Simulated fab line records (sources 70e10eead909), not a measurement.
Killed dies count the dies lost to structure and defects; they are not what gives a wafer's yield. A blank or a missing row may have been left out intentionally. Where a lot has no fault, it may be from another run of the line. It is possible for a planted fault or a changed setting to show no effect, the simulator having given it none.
fab line records    flow nand_harc
record: lots: 14  wafers: 42  last_day: 35
route steps=1302 shown P_STI@87 P_GATE@132
lots untouched by any fault: they come from a run of this same line in which no faults occurred
start_h: hours from the record's opening day to when the first of the lot's shown wafers began    wait_h: how many hours have passed since the lot's step before this one    " repeats the value in the row above    L1.1+2: a row that stands for several wafers    - no value, or no start was given    * or withheld: withheld    < > ~ a bound
route shown NAME@n: a module of which the file shows steps, and the number in the route of the first    usual: the fault-free wafers' mean and standard deviation    same: alike in all rows    chamber/n: place in a boat    sites: each site's reading    _std_site: the values' standard deviation    _edge_site: inner sites' mean taken away from outer sites' mean    radius_mm: how far each site lies from the wafer's centre    mask NAME#n: copy n    behind: tool/chamber where the wafer was last shaped    hold: the reason the lot was held/the length of the hold in hours/how it ended    device: the n, p or np transistor that did not switch    end of line: the route-end tests of the same wafers    a step given without rows: its recipe and nothing more    killed: at the first sort, the dies lost to defects and structure; wafer yield is something else    map: the dies of a wafer, with x for killed, . for not killed, _ for no die there
set.NAME: the setting the step ran with; set.NAME@STEP: the setting that earlier step ran with    model.NAME: the simulator's own value behind a step, which no gauge read
one table for each step of the route and one row for each wafer, over a sample of lots
services: when a tool's chamber went out of use (start_h, in hours from the record's first day, below 0 if earlier), for how many hours, and the reason
== steps ==
step: NHARC_P_STI_DESCUM_14
recipe: time_s: 3  o2_flow_sccm: 200  ar_flow_sccm: 0  bias_power_w: 0  chemistry: O2
usual: drypump_motor_current_A: 5.7/0.42  oes_product_au: 0.997/0.011  rf_vpp_V: 57.8/0.87  showerhead_plenum_p_Torr: 1.93/0.096  throttle_valve_pct: 11.312/0.009
lot.wafer  tool         chamber  start_h  wait_h  drypump_motor_current_A  oes_product_au  rf_hours_counter_h  rf_vpp_V  showerhead_plenum_p_Torr  throttle_valve_pct
L313.2     rie_diel-13  2        47.52    -       5.0                      1.008           4                   57.4      1.82                      11.310
L313.6     "            0        "        "       5.5                      1.003           -                   58.0      1.86                      11.306
L313.5     "            1        "        "       5.4                      1.000           -                   57.3      1.80                      11.312
L314.3     rie_diel-02  2        53.11    -       5.7                      0.997           0                   58.3      2.03                      11.311
L314.4     "            3        "        "       5.8                      0.993           0                   57.3      2.07                      11.310
L314.6     "            2        "        "       5.7                      0.993           -                   57.6      2.03                      11.315
L315.4     rie_diel-02  0        62.66    -       5.1                      0.984           0                   57.9      2.01                      11.325
L315.2     "            2        "        "       5.7                      0.990           0                   57.9      2.03                      11.311
L315.5     "            0        "        "       5.1                      0.980           -                   59.1      2.01                      11.328
L316.2     rie_diel-02  0        74.92    -       5.1                      0.989           1                   59.4      2.01                      11.307
L316.3     "            1        "        "       5.2                      0.996           1                   59.7      2.00                      11.312
L316.1     "            2        "        "       5.7                      0.988           1                   57.1      2.03                      11.303
L317.1     rie_diel-07  0        83.26    -       6.0                      1.008           13                  57.6      1.95                      11.312
L317.3     "            1        "        "       5.9                      1.007           14                  55.5      1.86                      11.305
L317.2     "            2        "        "       5.4                      0.989           13                  55.3      1.83                      11.322
L318.4     rie_diel-07  2        95.45    -       5.3                      0.988           14                  58.1      1.83                      11.311
L318.2     "            0        "        "       6.0                      0.995           15                  57.3      1.95                      11.332
L318.5     "            2        "        "       5.3                      0.994           -                   56.7      1.83                      11.322
L319.1     rie_diel-07  1        103.70   -       5.9                      1.003           16                  57.9      1.86                      11.307
L319.2     "            2        "        "       5.4                      0.985           15                  58.9      1.83                      11.306
L319.5     "            2        "        "       5.4                      0.993           -                   58.3      1.83                      11.298
L322.2     rie_diel-13  2        133.43   -       5.0                      1.013           8                   58.0      1.82                      11.309
L322.6     "            2        "        "       5.0                      1.003           -                   57.3      1.82                      11.316
L322.5     "            3        "        "       6.3                      0.993           -                   58.2      1.79                      11.313
L329.2     rie_diel-07  2        202.87   -       5.4                      1.004           7                   57.6      1.83                      11.304
L329.3     "            3        "        "       6.4                      0.991           6                   56.6      1.86                      11.316
L329.6     "            0        "        "       6.0                      0.987           -                   57.5      1.94                      11.323
L331.3     rie_diel-02  2        227.77   -       5.7                      0.988           0                   58.0      2.03                      11.307
L331.1     "            3        "        "       5.8                      0.986           0                   57.6      2.06                      11.301
L331.5     "            3        "        "       5.8                      1.006           -                   58.5      2.06                      11.327
L332.3     rie_diel-07  2        235.25   -       5.3                      1.002           9                   56.3      1.83                      11.321
L332.6     "            1        "        "       5.9                      1.015           -                   56.6      1.86                      11.317
L332.5     "            2        "        "       5.4                      1.006           -                   57.4      1.83                      11.302
L333.2     rie_diel-02  1        244.65   -       5.2                      0.998           1                   57.3      2.00                      11.320
L333.4     "            3        "        "       5.8                      0.994           1                   58.5      2.06                      11.312
L333.5     "            1        "        "       5.2                      0.988           -                   59.3      2.00                      11.317
L334.3     rie_diel-02  0        254.77   -       5.1                      1.015           1                   58.7      2.01                      11.312
L334.6     "            3        "        "       5.8                      0.993           -                   57.4      2.06                      11.308
L334.5     "            0        "        "       5.1                      1.006           -                   59.2      2.01                      11.318
L336.4     rie_diel-13  1        278.38   -       5.4                      1.010           6                   58.6      1.80                      11.311
L336.2     "            2        "        "       5.1                      1.000           6                   57.5      1.82                      11.316
L336.3     "            3        "        "       6.2                      0.996           6                   57.7      1.79                      11.304
step: NHARC_P_STI_INSPECT_25
usual: raw_defect_count: 239/110
lot.wafer  tool               chamber  start_h  wait_h  raw_defect_count
L313.2     defect_inspect-02  -        75.27    0.4     118
L313.5     "                  -        "        "       161
L313.6     "                  -        "        "       181
L314.3     defect_inspect-02  -        79.52    0.4     250
L314.4     "                  -        "        "       189
L314.6     "                  -        "        "       175
L315.2     defect_inspect-01  -        89.11    0.4     298
L315.4     "                  -        "        "       199
L315.5     "                  -        "        "       98
L316.1     defect_inspect-02  -        101.88   0.4     180
L316.2     "                  -        "        "       264
L316.3     "                  -        "        "       152
L317.1     defect_inspect-02  -        110.85   0.4     204
L317.2     "                  -        "        "       173
L317.3     "                  -        "        "       282
L318.2     defect_inspect-02  -        123.68   0.4     236
L318.4     "                  -        "        "       213
L318.5     "                  -        "        "       213
L319.1     defect_inspect-02  -        130.06   0.4     118
L319.2     "                  -        "        "       138
L319.5     "                  -        "        "       189
L322.2     defect_inspect-01  -        165.63   0.4     417
L322.5     "                  -        "        "       215
L322.6     "                  -        "        "       340
L329.2     defect_inspect-01  -        233.40   0.4     348
L329.3     "                  -        "        "       204
L329.6     "                  -        "        "       257
L331.1     defect_inspect-02  -        260.87   0.4     269
L331.3     "                  -        "        "       155
L331.5     "                  -        "        "       216
L332.3     defect_inspect-02  -        267.21   0.4     119
L332.5     "                  -        "        "       152
L332.6     "                  -        "        "       211
L333.2     defect_inspect-02  -        271.52   0.4     444
L333.4     "                  -        "        "       669
L333.5     "                  -        "        "       464
L334.3     defect_inspect-01  -        287.80   0.4     187
L334.5     "                  -        "        "       419
L334.6     "                  -        "        "       250
L336.2     defect_inspect-02  -        304.80   0.4     166
L336.3     "                  -        "        "       194
L336.4     "                  -        "        "       187
step: NHARC_P_GATE_DEP_103
recipe: target_thk_a: 300  target_thk_nm: 30  temp_c: 400  flow_sccm: 200  rf_w: 350  material: SiON
usual: heater_power_w: 712/110  susceptor_temp_C: 400.02/0.22
lot.wafer  tool      chamber  start_h  wait_h  heater_power_w  since_wet_clean_h  susceptor_temp_C
L313.2     pecvd-03  1        97.10    0.5     645             80                 400.00
L313.6     "         2        "        "       595             -                  399.99
L313.5     "         0        "        "       682             -                  400.34
L314.3     pecvd-01  1        104.14   0.3     623             142                400.27
L314.4     "         1        "        "       636             -                  400.17
L314.6     "         2        "        "       808             -                  400.07
L315.2     pecvd-03  1        113.49   0.5     606             97                 399.81
L315.5     "         0        "        "       594             -                  399.96
L315.4     "         2        "        "       558             -                  399.94
L316.2     pecvd-03  1        127.27   0.4     591             110                400.17
L316.1     "         2        "        "       577             110                399.80
L316.3     "         0        "        "       700             110                399.67
L317.3     pecvd-04  1        134.57   0.3     787             34                 399.90
L317.1     "         2        "        "       798             34                 399.76
L317.2     "         0        "        "       791             34                 400.07
L318.2     pecvd-03  2        149.44   0.5     623             132                399.67
L318.4     "         0        "        "       573             -                  399.93
L318.5     "         1        "        "       545             -                  400.14
L319.2     pecvd-01  0        157.13   0.5     769             14                 400.09
L319.1     "         1        "        "       691             14                 400.11
L319.5     "         2        "        "       701             -                  400.09
L322.2     pecvd-01  2        191.00   0.5     729             48                 400.21
L322.6     "         0        "        "       827             -                  400.08
L322.5     "         2        "        "       725             -                  400.12
L322.2     pecvd-01  2        191.43   0.4     716             -                  400.41
L322.6     "         0        "        "       832             -                  399.97
L322.5     "         2        "        "       714             -                  399.97
L329.2     pecvd-01  1        257.28   0.5     660             114                399.67
L329.3     "         2        "        "       865             114                399.64
L329.6     "         2        "        "       868             -                  399.82
L329.2     pecvd-01  1        257.64   0.3     646             -                  400.20
L329.3     "         2        "        "       867             -                  400.11
L329.6     "         2        "        "       843             -                  400.21
L331.3     pecvd-03  2        285.74   0.9     611             87                 399.61
L331.1     "         0        "        "       681             87                 399.90
L331.5     "         0        "        "       672             -                  400.36
L332.3     pecvd-04  1        289.16   0.4     748             7                  400.10
L332.6     "         1        "        "       752             -                  400.39
L332.5     "         2        "        "       772             -                  400.38
L333.2     pecvd-03  1        295.09   0.5     568             97                 400.09
L333.5     "         0        "        "       649             -                  399.97
L333.4     "         2        "        "       553             -                  400.12
L334.3     pecvd-03  2        312.10   0.4     633             114                400.33
L334.6     "         0        "        "       651             -                  400.08
L334.5     "         1        "        "       669             -                  400.36
L336.2     pecvd-04  0        328.45   0.5     732             46                 399.84
L336.3     "         2        "        "       915             46                 400.57
L336.4     "         0        "        "       720             -                  399.93
step: NHARC_P_GATE_OVL_MEAS_27
usual: overlay_x_nm: 0.1/0.73  overlay_y_nm: -0.3/0.91
lot.wafer  tool        chamber  start_h  wait_h  overlay_x_nm  overlay_y_nm
L313.2     overlay-02  -        97.88    -       1.0           -1.8
L313.5     "           -        "        "       1.0           -0.9
L313.6     "           -        "        "       1.0           -1.2
L314.3     overlay-02  -        104.91   -       -0.3          0.5
L314.4     "           -        "        "       0.1           0.6
L314.6     "           -        "        "       -0.3          0.2
L315.2     overlay-01  -        114.10   -       -0.7          -0.4
L315.4     "           -        "        "       -1.3          -0.1
L315.5     "           -        "        "       -1.0          -0.1
L316.1     overlay-02  -        128.03   -       0.3           -0.6
L316.2     "           -        "        "       0.6           -0.8
L316.3     "           -        "        "       0.1           -0.1
L317.1     overlay-01  -        135.21   -       1.4           0.7
L317.2     "           -        "        "       1.5           0.9
L317.3     "           -        "        "       1.1           0.9
L318.2     overlay-02  -        150.15   -       0.6           0.1
L318.4     "           -        "        "       0.3           0.2
L318.5     "           -        "        "       0.2           0.3
L319.1     overlay-01  -        157.87   -       -0.5          -1.0
L319.2     "           -        "        "       -0.9          -0.4
L319.5     "           -        "        "       -0.6          -0.7
L322.2     overlay-01  -        192.08   -       -0.8          0.3
L322.5     "           -        "        "       -1.0          0.1
L322.6     "           -        "        "       -1.1          0.4
L329.2     overlay-02  -        258.32   -       0.0           -0.8
L329.3     "           -        "        "       0.4           -0.8
L329.6     "           -        "        "       0.0           -0.7
L331.1     overlay-02  -        286.35   -       -0.1          1.4
L331.3     "           -        "        "       -0.1          1.4
L331.5     "           -        "        "       0.4           1.2
L332.3     overlay-02  -        289.78   -       0.0           -0.3
L332.5     "           -        "        "       -0.4          -0.2
L332.6     "           -        "        "       -0.3          -0.9
L333.2     overlay-02  -        295.83   -       0.0           -0.2
L333.4     "           -        "        "       -0.5          -0.1
L333.5     "           -        "        "       0.0           -0.3
L334.3     overlay-01  -        312.81   -       0.7           0.2
L334.5     "           -        "        "       0.5           0.0
L334.6     "           -        "        "       0.7           -0.1
L336.2     overlay-02  -        329.22   -       -0.3          -0.2
L336.3     "           -        "        "       -0.2          0.2
L336.4     "           -        "        "       -0.4          -0.8
== services ==
tool         chamber  start_h  hours  kind
rie_diel-02  -        35.79    0.3    repair
rie_diel-02  -        39.76    9.0    pm
pecvd-03     2        41.95    5.0    repair
pecvd-03     -        72.18    0.7    repair
pecvd-01     0        108.54   3.6    repair
pecvd-01     -        112.10   3.7    repair
pecvd-03     -        114.82   0.9    repair
rie_diel-07  -        117.41   9.0    pm
pecvd-03     -        128.27   1.4    repair
pecvd-01     -        130.34   13.0   pm
pecvd-03     -        165.38   1.0    repair
pecvd-01     -        169.81   0.5    repair
rie_diel-02  -        169.92   1.4    repair
pecvd-03     -        185.43   13.0   pm
rie_diel-02  -        190.05   2.5    repair
rie_diel-07  3        191.34   11.0   repair
pecvd-01     -        213.21   1.0    repair
rie_diel-02  -        216.76   9.0    pm
pecvd-03     -        240.43   0.8    repair
rie_diel-07  1        246.76   2.4    repair
rie_diel-02  2        260.50   6.4    repair
pecvd-03     -        277.30   0.9    repair
rie_diel-02  2        296.36   5.6    repair
rie_diel-02  2        315.58   5.4    repair
== key ==
first_sign: step: NHARC_P_GATE_DEP_103  reading: visit  direction: added
effect none on later readings
met_at NHARC_P_GATE_DEP_103
struck_lots L322,L329
rows_end L322.2,L322.5,L322.6
tester_left_out L329
not_acting_at NHARC_P_STI_DESCUM_14,NHARC_P_STI_INSPECT_25,NHARC_P_GATE_OVL_MEAS_27
fault: kind: repeated_step_whole  tool: pecvd-01,pecvd-03,pecvd-04  chamber: -  onset_h: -  steps: NHARC_P_GATE_DEP_103  times: 1  scope: struck_lots_only
tester_left_out: of these lots the tester's yield and bins aren't shown, on N5 and GAA mostly nor the transistor test; their killed dies are dies lost to structure and defects alone, not to doping, threshold or leakage, so they don't give the yield
rows_end: these wafers met a further fault down the route, and their rows from its step on are left out
